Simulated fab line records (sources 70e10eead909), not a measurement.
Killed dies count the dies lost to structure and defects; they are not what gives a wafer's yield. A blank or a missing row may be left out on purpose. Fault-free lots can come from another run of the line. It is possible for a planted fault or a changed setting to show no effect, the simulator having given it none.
A lot that was struck, set against a sound lot + flow nand harc + 13 steps out of a route of 1159
Sound: these wafers, L350.1, L350.4, L350.6. Struck: wafers L359.2, L359.5, L359.6. At the end, the cause is stated.
Per side, at each step with rows, come the tool, then ch with its chambers, and then its first start. Under that, the readings that differ: sound wafers + struck wafers + difference of the means + sigmas: that difference in standard deviations of wafers without a fault.
alike: readings with means less than 2 such deviations apart, plus words and numbers identical on both sides. not compared: withheld readings, readings lacking a value on some wafer, bounds such as >300 that could conceal the same value, and numbers that have no deviation in the record and whose values overlap.
Wherever a step has rows on one side only, a row that says differs or no value, or a row with sigmas, the two part there. Numbers that don't overlap but have no deviation are shown without sigmas and don't part them. A reading missing from all wafers of one side parts the sides only when that side holds two or more wafers.

first, 2 steps without rows for these wafers: NHARC_A_SOURCE_PLATE_SRD_01; NHARC_A_SOURCE_PLATE_OXIDE_02 (material SiO2, target thk 10 nm, ox time 1362 s).
NHARC_A_SOURCE_PLATE_THK_MEAS_09: measures by ellipsometry.
  sound: film metro-02 at day 9 08:42; struck: film metro-02 at day 11 13:42
  alike: thk nm
then, 3 steps without rows for these wafers: NHARC_A_SOURCE_PLATE_PVD_04 (deposits WSi2, target thk 50 nm); NHARC_A_SOURCE_PLATE_CVD_03 (deposits poly-Si, target thk 200 nm, time 4000 s); NHARC_A_SOURCE_PLATE_ANNEAL_05 (time 1800 s).
NHARC_A_SOURCE_PLATE_THK_MEAS_06: measures by ellipsometry.
  sound: film metro-02 at day 9 23:07; struck: film metro-02 at day 12 03:08
  alike: thk nm
NHARC_A_SOURCE_PLATE_INSPECT_08:
  sound: defect inspect-01 at day 9 23:11; struck: defect inspect-02 at day 12 03:12
  alike: raw defect count
then NHARC_A_ONON_D1_DEP_00 (target thk 1000 nm), 1 step lacking rows for these wafers.
NHARC_A_ONON_D1_THK_MEAS_02: measures by ellipsometry.
  sound: film metro-01 at day 9 23:45; struck: film metro-02 at day 12 03:47
  alike: thk nm
NHARC_A_ONON_D1_DEP_03: target thk 1000 nm.
  sound on pecvd onon-02 ch 0, day 10 00:01; struck on pecvd onon-02 ch 0, day 12 03:54
NHARC_A_ONON_D1_THK_MEAS_05: measures by ellipsometry.
  sound: film metro-01 at day 10 00:32; struck: film metro-01 at day 12 04:31
| reading     | sound       | struck         | difference | sigmas |
|-------------|-------------|----------------|------------|--------|
| thk nm (nm) | 997 996 998 | 1431 1431 1429 | +433       | +53    |
  not compared: hold
NHARC_END_SORT_01:
  the record has rows for the sound wafers here (prober-01 ch 0, day 21 20:38) and none for the struck ones

WHERE THEY PART
At NHARC_A_ONON_D1_THK_MEAS_05 first; at NHARC_END_SORT_01 last (within this record only).

WHY: what the simulator had put in
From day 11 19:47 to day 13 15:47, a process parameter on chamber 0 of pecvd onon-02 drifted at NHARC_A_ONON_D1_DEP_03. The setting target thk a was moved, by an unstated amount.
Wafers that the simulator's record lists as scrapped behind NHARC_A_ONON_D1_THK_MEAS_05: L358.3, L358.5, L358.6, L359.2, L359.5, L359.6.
